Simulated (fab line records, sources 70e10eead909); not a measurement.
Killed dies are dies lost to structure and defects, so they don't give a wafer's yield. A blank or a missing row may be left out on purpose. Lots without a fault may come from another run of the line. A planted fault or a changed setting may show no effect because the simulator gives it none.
Chamber matching | flow nand_harc | NHARC_A_M1_PRE_CLEAN_32 on pecvd-04: 3 sister chambers
The step time 12 s. 14 wafers are shown with their chamber, then 7 later ones without.

WAFERS WITH THEIR CHAMBER
wafer  | chamber | heater_power_w (W)
L074.3 | 0       | 532
L074.4 | 0       | 549
L074.6 | 2       | 483
L078.1 | 0       | 551
L078.4 | 2       | 477
L078.6 | 0       | 555
L077.1 | 0       | 605
L077.5 | 2       | 527
L077.6 | 0       | 599
L083.2 | 2       | 579
L083.4 | 1       | 620
L083.6 | 2       | 557
L088.2 | 1       | 664
L088.4 | 0       | 509

SIGNATURES (means of the wafers above)
reading        | chamber 0 | chamber 1 | chamber 2 | scatter within a chamber
heater_power_w | 557.14    | 642.00    | 524.60    | 38.2
Rule: a wafer's distance from a chamber is the root of the sum, over the readings, of the square of ((its reading less the chamber's mean) divided by the reading's scatter). The wafer belongs to the nearest chamber; if the next one is less than 2 further off, it can't be placed. The scatter: the root of (the sum of the squares of (reading less its chamber's mean) over the shown wafers, divided by (wafers less chambers)).

WAFERS WITHOUT THEIR CHAMBER
wafer  | heater_power_w (W)
L088.5 | 571
L092.2 | 519
L092.3 | 698
L092.5 | 536
L095.3 | 507
L095.5 | 516
L095.6 | 527

WHICH CHAMBER EACH WENT THROUGH
wafer  | from the rows above          | in truth
L088.5 | can't be placed: 0 or 2 or 1 | 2
L092.2 | can't be placed: 2 or 0      | 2
L092.3 | 1                            | 1
L092.5 | can't be placed: 2 or 0      | 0
L095.3 | can't be placed: 2 or 0      | 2
L095.5 | can't be placed: 2 or 0      | 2
L095.6 | can't be placed: 2 or 0      | 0
Placed correctly: 1 of 7. Can't be placed from these rows: 6 (the true chamber is among the candidates in 6). Placed wrongly: 0.
